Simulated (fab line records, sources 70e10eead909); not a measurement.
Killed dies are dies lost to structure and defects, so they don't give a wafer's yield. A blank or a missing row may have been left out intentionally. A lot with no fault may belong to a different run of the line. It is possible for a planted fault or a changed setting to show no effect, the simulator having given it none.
Problem report, 8D (eight disciplines) form, completed by code :: flow nand-harc :: the parts of the form that need people (team, actions taken, sign-off) are left out

## 1. THE ISSUE
At NHARC_A_CONTACT_ETCH_92, run-length-s averages 80.1 s over 3 wafers from 3 lots, while fault-free wafers read 106.9 s, standard deviation 0.38. Measured from the usual mean, that is -71 standard deviations.
The step: etches the open film in CH3F/O2, target depth 40 nm, time 85.7 s.
First seen on wafer L213.5, day 20 02:31, on rie-diel-12. The record holds 33 wafers of 11 lots with a number at this step. By rule, "out" or "out of limits" means more than 4 standard deviations away from the usual mean. Any other wafer with a number is counted as sound.

## 2. WHAT IT IS, AND WHAT IT ISN'T
question: which readings at this step
is: run-length-s
is not: drypump-motor-current-A, mfc-ar-sccm, oes-product-au, rf-vpp-V, showerhead-plenum-p-Torr, throttle-valve-pct

question: which lots
is: L211, L213, L214
is not: L203, L204, L215, L216, L218, L220, L221, L222

question: which wafers of those lots
is: L211.5, L213.5, L214.2
is not: L211.1, L211.6, L213.3, L213.6, L214.1, L214.4

question: read on which tools
is: rie-diel-12
is not: rie-diel-10, rie-diel-13

question: when
is: from day 20 02:31
is not: up to then (8 sound wafers); but 22 sound wafers of L211, L214, L215, L216, L218, L220, L221, L222 came after

## 3. SUSPECTS, AND WHAT RULES EACH OUT
Counting: a tool at a process step up to the reading stays a suspect if it ran every lot that is out. Sound lots after the first of them don't rule it out here, since some wafers of a struck lot are sound.
- rie-diel-12 at NHARC_A_CONTACT_ETCH_92 (etches the open film in CH3F/O2, target depth 40 nm, time 85.7 s): kept. Ran every lot that is out, first one L213 (day 20 02:31); last sound lot up to then L203 (day 17 15:55). Its own run-length-s readings are out on those wafers.
The count leaves rie-diel-12 at NHARC_A_CONTACT_ETCH_92.

## 4. THE CAUSE (what the simulator had put in)
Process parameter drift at NHARC_A_CONTACT_ETCH_92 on rie-diel-12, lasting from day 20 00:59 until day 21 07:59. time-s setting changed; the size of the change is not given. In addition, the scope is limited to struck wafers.
After counting, this tool was the only one left.

## 5. THE CHAIN OF EFFECTS, in route order
Rows list readings where the struck wafers' mean (over those with a number) sits beyond 3 standard deviations from the usual. Readings are gone through only where the record gives a usual standard deviation; hours: the median, over the lots, of the time from a lot's start at the first step in this table giving one to that lot's start at this step; sigmas: the change measured in usual standard deviations.
hours: 0
step: NHARC_A_CONTACT_ETCH_92
reading: run-length-s
usual: 106.9 s
on struck wafers: 80.1
change: -26.8
sigmas: -71
It contains these process steps:
- NHARC_A_CONTACT_ETCH_92: etches the open film in CH3F/O2, target depth 40 nm, time 85.7 s.
Readings that are blank on the struck wafers while sound wafers have them: bias-w at NHARC_A_CONTACT_ETCH_92.

## 6. WHAT WOULD HAVE CAUGHT IT SOONER
2 hours passed between the start of the fault at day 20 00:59 and the first reading out of limits in this record, taken at day 20 02:31.
